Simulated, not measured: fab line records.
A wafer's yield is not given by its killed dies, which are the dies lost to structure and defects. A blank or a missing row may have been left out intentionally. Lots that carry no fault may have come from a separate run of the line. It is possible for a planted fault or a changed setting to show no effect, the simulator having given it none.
fab line records + flow n5_finfet
[record]
- lots = 4
- wafers = 12
- last_day = 15
route steps=1938 shown BEOL_M5@1145 PASSIVATION@1936
lots that met no fault: from a run of the same line without faults
start_h: the number of hours between the record's first day and the start of the first shown wafer of the lot + wait_h: hours since the lot's step before + " same as the row above + L1.1+2: one row covering several wafers at once + - no value, or no start was given + * or withheld: withheld + < > ~ a bound
route shown NAME@n: a module of which the file shows steps, and the number in the route of the first + usual: mean/standard deviation of fault-free wafers + same: alike in all rows + chamber/n: place in a boat + sites: the reading at each site + _std_site: the standard deviation of these + _edge_site: inner sites' mean taken away from outer sites' mean + radius_mm: how far each site lies from the wafer's centre + mask NAME#n: copy n + behind: tool/chamber where the wafer was last shaped + hold: why the lot was held/for how many hours/how that ended + device: the transistor (n, p or np) that didn't switch + end of line: the route-end tests of the same wafers + where a step has no rows: the recipe by itself + killed: dies that structure and defects cost at the first sort, which is not the same as the wafer's yield + map: a wafer's dies, x killed, . not, _ none there
set.NAME: the setting that was run; set.NAME@STEP: the one run at that earlier step + model.NAME: the simulator's own value behind a step, which no gauge read
certain route steps with their lots: each step a table, each wafer a row
services: the hour from which a tool's chamber was out of use, counted from the record's first day as start_h (under 0 if before that day), plus the number of hours and why
[[steps]]
[step N5_BEOL_M5_EXPOSE_25]
[recipe]
- mask_id = V4
- na = 0.33
- source_shape = quasar
- sigma_inner = 0.2
- sigma_outer = 0.6
- polarization = unpolarized
- defocus_nm = 10
- dose_mj = 52.75
[step N5_BEOL_M5_PEB_26]
[recipe]
- peb_temp_c = 100
- peb_time_s = 60
- resist = CAR-EUV
[step N5_BEOL_M5_DEVELOP_27]
[recipe]
- develop_time_s = 30
- developer = TMAH
- resist = CAR-EUV
- rinse_liquid = surfactant_rinse
- dry = air_spin
- dev_temp_c = 23
[step N5_BEOL_M5_DESCUM_33]
[recipe]
- chemistry = O2
- time_s = 7
- source_power_w = 50
- bias_power_w = 20
- pressure_mtorr = 20
- rf_frequency_hz = 2.712e+07
- temp_c = 40
- resist = CAR-EUV
- o2_flow_sccm = 225
[step N5_BEOL_M5_ETCH_75]
[recipe]
- chemistry = N2/H2
- target = underlayer
- target_depth_a = 65
- mask_material = CAR-EUV
- time_s = 5.2
- ion_energy_ev = 200
- pressure_mtorr = 30
- source_w = 840
- bias_w = 150
- n2_flow_sccm = 200
- h2_flow_sccm = 200
- ends = cleared
[step N5_BEOL_M5_ETCH_67]
[recipe]
- chemistry = CF4
- target = SiARC
- target_depth_a = 156
- mask_material = CAR-EUV
- time_s = 26
- ion_energy_ev = 80
- pressure_mtorr = 40
- source_w = 545
- bias_w = 36
- Ar_flow_sccm = 100
- cf4_flow_sccm = 100
- ends = cleared
[step N5_BEOL_M5_ETCH_68]
[recipe]
- chemistry = N2/H2
- target = SOC
- target_depth_a = 800
- overetch_a = 160
- mask_material = SiARC
- temp_c = 40
- time_s = 120
- ion_energy_ev = 200
- pressure_mtorr = 30
- source_w = 840
- bias_w = 150
- n2_flow_sccm = 200
- h2_flow_sccm = 200
[step N5_BEOL_M5_STRIP_69]
[recipe]
- chemistry = N2/H2
- temp_c = 40
- n2_flow_sccm = 200
- h2_flow_sccm = 200
- rf_frequency_hz = 6e+07
[step N5_BEOL_M5_STRIP_76]
[recipe]
- chemistry = N2/H2
- temp_c = 40
- n2_flow_sccm = 200
- h2_flow_sccm = 200
- rf_frequency_hz = 6e+07
[step N5_BEOL_M5_VIA_ETCH_34]
[recipe]
- chemistry = C4F6/O2
- target = SiCOH_lowk
- target_depth_a = 883
- mask_material = SOC
- taper_deg = 4
- time_s = 39.2
- ion_energy_ev = 250
- pressure_mtorr = 30
- source_w = 345
- bias_w = 185
- Ar_flow_sccm = 300
- C4F6_flow_sccm = 10
- O2_flow_sccm = 10
[usual]
- drypump_motor_current_A = 5.6/0.43
- oes_product_au = 0.81/0.094
- rf_vpp_V = 663/13
- showerhead_plenum_p_Torr = 2.80/0.098
- throttle_valve_pct = 20.69/0.19
| lot.wafer | tool        | chamber | start_h | wait_h | drypump_motor_current_A | oes_product_au | rf_hours_counter_h | rf_vpp_V | showerhead_plenum_p_Torr | throttle_valve_pct |
|-----------|-------------|---------|---------|--------|-------------------------|----------------|--------------------|----------|--------------------------|--------------------|
| L741.1    | rie_diel-04 | 2       | 208.96  | 0.0    | 6.2                     | 0.87           | 55                 | 672      | 2.91                     | 20.52              |
| L741.2    | "           | 3       | "       | "      | 5.2                     | 0.69           | 211                | 650      | 2.72                     | 20.80              |
| L741.5    | "           | 1       | "       | "      | 5.7                     | 0.75           | -                  | 653      | 2.62                     | 20.62              |
| L745.2    | rie_diel-04 | 1       | 231.10  | 0.0    | 5.8                     | 0.74           | 154                | 652      | 2.62                     | 20.63              |
| L745.4    | "           | 2       | "       | "      | 6.2                     | 0.86           | -                  | 671      | 2.91                     | 20.54              |
| L745.6    | "           | 1       | "       | "      | 5.7                     | 0.75           | -                  | 652      | 2.62                     | 20.63              |
| L746.2    | rie_diel-04 | 2       | 237.47  | 0.0    | 6.2                     | 0.85           | 66                 | 672      | 2.91                     | 20.54              |
| L746.5    | "           | 3       | "       | "      | 5.2                     | 0.68           | -                  | 652      | 2.71                     | 20.82              |
| L746.6    | "           | 2       | "       | "      | 6.2                     | 0.85           | -                  | 672      | 2.91                     | 20.54              |
| L749.1    | rie_diel-01 | 3       | 270.43  | 0.0    | 5.6                     | 0.74           | 182                | 679      | 2.96                     | 20.79              |
| L749.3    | "           | 1       | "       | "      | 5.8                     | 0.82           | 104                | 645      | 2.77                     | 20.69              |
| L749.4    | "           | 1       | "       | "      | 5.8                     | 0.82           | -                  | 647      | 2.77                     | 20.67              |
[step N5_BEOL_M5_STRIP_85]
[recipe]
- chemistry = C4F6/O2
- resist = SiARC
- rf_frequency_hz = 6e+07
[step N5_BEOL_M5_STRIP_36]
[recipe]
- chemistry = N2/H2
- power_w = 450
- temp_c = 40
- pressure_mtorr = 20
- rf_frequency_hz = 6e+07
- overash_fraction = 0.3
- bias_power_w = 7
- h2_frac = 0.5
- n2_flow_sccm = 200
- h2_flow_sccm = 200
[step N5_BEOL_M5_TRENCH_ETCH_37]
[recipe]
- chemistry = C4F6/O2
- target_depth_a = 716.52
- target = SiCOH_lowk
- time_s = 24.7
- ion_energy_ev = 250
- pressure_mtorr = 30
- source_w = 345
- bias_w = 185
- Ar_flow_sccm = 300
- C4F6_flow_sccm = 10
- O2_flow_sccm = 10
[step N5_BEOL_M5_ETCH_41]
[recipe]
- chemistry = CH3F/O2
- target = SiCN
- target_depth_a = 315
- taper_deg = 2
- time_s = 56.7
- ion_energy_ev = 120
- mask_material = TiN
- pressure_mtorr = 30
- source_w = 395
- bias_w = 75
- Ar_flow_sccm = 150
- CH3F_flow_sccm = 30
- O2_flow_sccm = 20
[step N5_BEOL_M5_STRIP_91]
[recipe]
- chemistry = N2/H2
- time_s = 10
- power_w = 450
- temp_c = 40
- pressure_mtorr = 20
- rf_frequency_hz = 6e+07
- bias_power_w = 7
- n2_flow_sccm = 200
- h2_flow_sccm = 200
[step N5_BEOL_M5_HM_STRIP_39]
[recipe]
- chemistry = peroxide_tin_strip
- material = TiN
- target_depth_a = 250
- temp_c = 50
- time_s = 158
[step N5_BEOL_M5_SRD_40]
[recipe]
- time_s = 30
- temp_c = 23
- rinse_liquid = diw
- dry = ipa_marangoni
[step N5_BEOL_M5_PRECLEAN_42]
[recipe]
- chemistry = residue_remover
- time_s = 60
- temp_c = 40
[step N5_BEOL_M5_SRD_43]
[recipe]
- time_s = 30
- temp_c = 23
- rinse_liquid = diw
- dry = ipa_marangoni
[step N5_BEOL_M5_CURE_80]
[recipe]
- temp_c = 370
- time_s = 120
- ambient = DMADMS/He
- material = SiCOH_lowk
[step N5_BEOL_M5_DEGAS_44]
[recipe]
- ambient = vacuum
- temp_c = 250
- time_s = 60
[step N5_BEOL_M5_PRE_CLEAN_45]
[recipe]
- gas = H2/He
- time_s = 30
- temp_c = 250
[step N5_BEOL_M5_ALD_86]
[recipe]
- material = TaN
- target_thk_a = *
- temp_c = 275
- ald_precursor_family = PDMAT
- ald_co_reactant = NH3
- pressure_torr = 3
- carrier_flow_sccm = 1500
- pulse_time_s = 2
- purge_time_s = 3
- co_reactant_purge_time_s = 2
- co_reactant_pulse_time_s = 3
- ald_cycles = 30
- precursor_vessel_temp_c = 75
- precursor_vessel_pressure_torr = 26.25
- precursor_vessel_carrier_sccm = 1000
[step N5_BEOL_M5_SURFACE_TREAT_87]
[recipe]
- gas = Ar
- time_s = *
- ion_energy_ev = *
- ion_current_ma_cm2 = 0.5
- pressure_mtorr = *
- ar_flow_sccm = 30
[step N5_BEOL_M5_CVD_47]
[recipe]
- material = Co
- target_thk_a = 30
- temp_c = withheld
- precursor = CCTBA/H2
- pressure_torr = 30
- time_s = 216
[step N5_BEOL_M5_SPUTTER_48]
[recipe]
- material = Cu
- target_thk_a = 150
- temp_c = -20
- chamber_pressure_pa = 0.07
- power_w = withheld
- time_s = 27.62
[step N5_BEOL_M5_ANNEAL_49]
[recipe]
- temp_c = 400
- time_s = 1800
- ambient = vacuum
[step N5_BEOL_M5_SPUTTER_81]
[recipe]
- material = Cu
- target_thk_a = 150
- temp_c = -20
- chamber_pressure_pa = 0.07
- power_w = withheld
- time_s = 27.62
[step N5_BEOL_M5_ANNEAL_82]
[recipe]
- temp_c = 400
- time_s = 1800
- ambient = vacuum
[step N5_BEOL_M5_SPUTTER_83]
[recipe]
- material = Cu
- target_thk_a = 150
- temp_c = -20
- chamber_pressure_pa = 0.07
- power_w = withheld
- time_s = 27.62
[step N5_BEOL_M5_ANNEAL_84]
[recipe]
- temp_c = 400
- time_s = 1800
- ambient = vacuum
[step N5_BEOL_M5_SPUTTER_88]
[recipe]
- material = Cu
- target_thk_a = 150
- temp_c = -20
- chamber_pressure_pa = 0.07
- power_w = withheld
- time_s = 27.62
[step N5_BEOL_M5_ANNEAL_89]
[recipe]
- temp_c = 400
- time_s = 1800
- ambient = vacuum
[step N5_BEOL_M5_SPUTTER_90]
[recipe]
- material = Cu
- target_thk_a = 45
- temp_c = -20
- chamber_pressure_pa = 0.07
- power_w = withheld
- time_s = 8.29
[step N5_BEOL_M5_ECD_50]
[recipe]
- material = Cu
- target_thk_a = 3000
[step N5_BEOL_M5_ANNEAL_51]
[recipe]
- temp_c = 225
- time_s = 90
- ambient = N2
[step N5_BEOL_M5_CMP_52]
[recipe]
- stop_on = SiCOH_lowk
- t_overpolish_s = 6.9
- down_force_psi = 1
- platen_rpm = 50
- clearing_platen_down_force_psi = 1.5
- clearing_platen_rpm = 50
- post_cmp_clean = cu_alkaline
- target_thk_nm = 62
- clearing_platen_pad_velocity_m_s = 0.99484
- pad_velocity_m_s = 0.99484
[step N5_PASSIVATION_PROBE_49]
[usual]
- defect_limited_yield = 91.2/1.6
- killed_at_M0_to_M3 = 34/11
- killed_at_M4_up = 14/5.7
- killed_at_contacts = 14/6.6
- killed_at_front_end = 37/10
- killed_at_other = 4/3.2
- killed_dies = 104/19
- killed_on_rim = 14/4.1
- killed_open = 69/13
- killed_short = 33/8.7
- sort_bin_5_function = 5.1/1
- sort_bin_6_memory = 3.3/0.76
- sort_bin_8_speed = 0.00/0.016
- sort_n_pass = 1076/19
- sort_yield_pct = 91.2/1.6
[same]
- gross_dies = 1180
- killed_at_back_side = 0
- sort_bin_4_leakage[%] = 0
| lot.wafer | tool      | chamber | start_h | wait_h | defect_limited_yield[%] | killed_at_M0_to_M3 | killed_at_M4_up | killed_at_contacts | killed_at_front_end | killed_at_other | killed_dies | killed_on_rim | killed_open | killed_short | sort_bin_5_function[%] | sort_bin_6_memory[%] | sort_bin_8_speed[%] | sort_n_pass | sort_yield_pct[%] |
|-----------|-----------|---------|---------|--------|-------------------------|--------------------|-----------------|--------------------|---------------------|-----------------|-------------|---------------|-------------|--------------|------------------------|----------------------|---------------------|-------------|-------------------|
| L745.2    | prober-01 | -       | 326.32  | 0.1    | 92.0                    | 32                 | 13              | 17                 | 29                  | 3               | 94          | 12            | 63          | 28           | 3.8                    | 4.0                  | 0                   | 1086        | 92.0              |
| L745.4    | prober-01 | -       | 326.42  | 0.2    | 83.3                    | 35                 | 80              | 12                 | 57                  | 13              | 197         | 26            | 87          | 45           | 10.7                   | 5.3                  | 0                   | 983         | 83.3              |
| L745.6    | prober-01 | -       | 326.52  | 0.3    | 90.4                    | 37                 | 12              | 17                 | 41                  | 6               | 113         | 16            | 71          | 42           | 5.4                    | 3.6                  | 0                   | 1067        | 90.4              |
| L746.2    | prober-01 | -       | 331.53  | 0.1    | 83.9                    | 46                 | 73              | 27                 | 40                  | 4               | 190         | 35            | 86          | 42           | 9.4                    | 4.7                  | 0                   | 990         | 83.9              |
| L746.5    | prober-01 | -       | 331.68  | 0.2    | 90.3                    | 37                 | 12              | 21                 | 35                  | 10              | 115         | 16            | 79          | 36           | 5.9                    | 3.4                  | 0                   | 1065        | 90.3              |
| L746.6    | prober-01 | -       | 331.73  | 0.3    | 85.3                    | 45                 | 77              | 10                 | 33                  | 9               | 174         | 29            | 77          | 32           | 9.2                    | 3.6                  | 0                   | 1006        | 85.3              |
// killed by level:class
L745.2 MOL_CONTACT_COAG:geometric_particle:open=15 BEOL_M0_SAQP:geometric_particle:open=9 BEOL_M0_SAQP:geometric_particle:short=8 FIN_SAQP:geometric_particle:open=7 BEOL_M4:geometric_particle:open=7 BEOL_M1:geometric_particle:short=5 DUMMY_GATE:geometric_particle:open=5 FIN_SAQP:geometric_particle:short=4
L745.4 BEOL_M5:unspecified=63 FIN_SAQP:geometric_particle:open=16 BEOL_M2:geometric_particle:open=13 GATE_CUT:geometric_particle:short=12 MOL_CONTACT_COAG:geometric_particle:open=10 BEOL_M0_SAQP:geometric_particle:open=8 BEOL_M0_SAQP:geometric_particle:short=8 BEOL_M4:geometric_particle:open=7
L745.6 BEOL_M2:geometric_particle:open=13 MOL_CONTACT_COAG:geometric_particle:open=13 FIN_SAQP:geometric_particle:open=9 FIN_SAQP:geometric_particle:short=7 BEOL_M0_SAQP:geometric_particle:short=7 GATE_CUT:geometric_particle:short=6 BEOL_M4:geometric_particle:open=5 BEOL_M4:geometric_particle:short=5
L746.2 BEOL_M5:unspecified=60 MOL_CONTACT_COAG:geometric_particle:open=23 BEOL_M0_SAQP:geometric_particle:short=13 FIN_SAQP:geometric_particle:short=11 BEOL_M0_SAQP:geometric_particle:open=11 STI_FIN_REVEAL:geometric_particle:open=10 BEOL_M2:geometric_particle:open=9 BEOL_M4:geometric_particle:open=7
L746.5 MOL_CONTACT_COAG:geometric_particle:open=20 FIN_SAQP:geometric_particle:open=11 BEOL_M2:geometric_particle:open=10 FIN_SAQP:geometric_particle:short=8 BEOL_M3:geometric_particle:open=8 STI_FIN_REVEAL:geometric_particle:open=7 BEOL_M0_SAQP:geometric_particle:short=6 BEOL_M4:geometric_particle:open=6
L746.6 BEOL_M5:unspecified=60 BEOL_M0_SAQP:geometric_particle:open=15 BEOL_M3:geometric_particle:open=11 MOL_CONTACT_COAG:geometric_particle:open=9 STI_FIN_REVEAL:geometric_particle:open=7 BEOL_M0_SAQP:geometric_particle:short=7 BEOL_M1:geometric_particle:open=7 BEOL_M4:geometric_particle:open=7
// map L745.4 (x killed, . not)
_________________............________________
______________.....x..x........._____________
___________..x........x...x........__________
__________..............x..........._________
________.........x..........x......x.._______
_______.....xx......x.....x...........x______
______..x...x..xx......x..........x.x.xx_____
_____.......x....x..........x........xxxx____
____..x........x.....x...x.x.......x.xxxxx___
___x...........x.....x.............xxxxxxxx__
___....xx.x.......................x.xxxxxxx__
__...x.......x...x...x.......x.....xxxxxxxxx_
__.............................x..x.xxxxxxxx_
_x.x.............x.........x.....x..xxxxxxxxx
_............x.....x..x................xxxxxx
_...x.........x.......x..........xx.....xx...
_.............x...x.............x.....x.xx.xx
_..............x...x.......x.......x......x..
_......x..x...x..x...x..x..x...x........x...x
_....x.................x.......x.....xx......
_.x...............x..x.......................
__...x......x.....x........................._
__.....x.......x....xx.x.......x.......x...._
___xxx...x....x....xx..........xx..........__
___.....x.........x...x.x..........x...x...__
____.....x...x..x...x...x...............x.___
_____.............x.xx...................____
______.....xx.............x...........x._____
_______...................x...x..x.....______
________.......xxx.......x.x.........._______
__________.......x....x............._________
___________........................__________
______________.......x.........._____________
_________________............________________
// map L746.2 (x killed, . not)
_________________..........x.________________
______________.................._____________
___________....................xxx.__________
__________.......................x.._________
________.................x............_______
_______..........x.x....x.............x______
______.xxx.................x........xx.x_____
_____.............x......x..........xxxxx____
____...............................xxxxxxx___
___..........x.............x......x.xxxxxxx__
___..........x.x..x.x..............xxxxxxxx__
__x.....x........x..........x.xx...xxxxxxxxx_
__........x..........x.............x.xxxxxxx_
_..................x.x.........x..x....xxxxx.
_x...x..x.x.........x...x.x............xxxxxx
_...........xx.x.....x.....x.....x...xx.x....
_x..........x....x...........x..x....xx......
_........xx..................x.....x..x..x..x
_..x.............x....x.................x..xx
_....x....x....x.................xx..........
_..x.............x..x....x..........x........
__...x...x...................x.......x......_
__..xx.xx......x........x.....x......x......_
___x...........x.x.x.......................__
___x......x.............x..................__
____.x..................x..........x......___
_____...x..................x......x.....x____
______.......x........xx........x......._____
_______......x..........x.xx...........______
________x....x...x..x...x............._______
__________.xxx.xx..................._________
___________..xx............x.......__________
______________......x.......x..x_____________
_________________x...........________________
[[services]]
| tool        | chamber | start_h | hours | kind                          |
|-------------|---------|---------|-------|-------------------------------|
| rie_diel-01 | 1       | 186.61  | 6.5   | repair                        |
| rie_diel-04 | 3       | 198.65  | 1.7   | repair                        |
| rie_diel-01 | 1       | 218.33  | 2.2   | repair                        |
| rie_diel-04 | 0       | 235.68  | -     | clean                         |
| rie_diel-04 | 0       | 235.68  | -     | consumable_replace:focus_ring |
| rie_diel-04 | 0       | 235.68  | 26.3  | scheduled_down                |
| rie_diel-04 | 0       | 235.68  | 26.3  | vent_cycle                    |
| rie_diel-04 | -       | 237.68  | 2.8   | pm                            |
| rie_diel-01 | 0       | 254.85  | 1.3   | repair                        |
| rie_diel-01 | 0       | 269.55  | 3.6   | repair                        |
[[key]]
[first_sign]
- step = N5_PASSIVATION_PROBE_49
- reading = killed_at_M4_up
- direction = up
- sigmas = 11
- usual = 14
- struck = 77
[effect]
- step = N5_PASSIVATION_PROBE_49
- reading = defect_limited_yield
- direction = down
- sigmas = 4.3
- usual = 91.2
- struck = 84.2
[more_kills_born_at]
- N5_BEOL_M5_VIA_ETCH_34@rie_diel-04 = 183
met_at N5_BEOL_M5_VIA_ETCH_34
struck_wafers L745.4,L746.2,L746.6
onset_between 208.96 231.10
[fault]
- kind = chamber_particle_source
- tool = rie_diel-04
- chamber = 2
- onset_h = 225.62
- steps = N5_BEOL_M5_VIA_ETCH_34
- rate_per_visit_cm2 = 0.46328
- end_h = 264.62
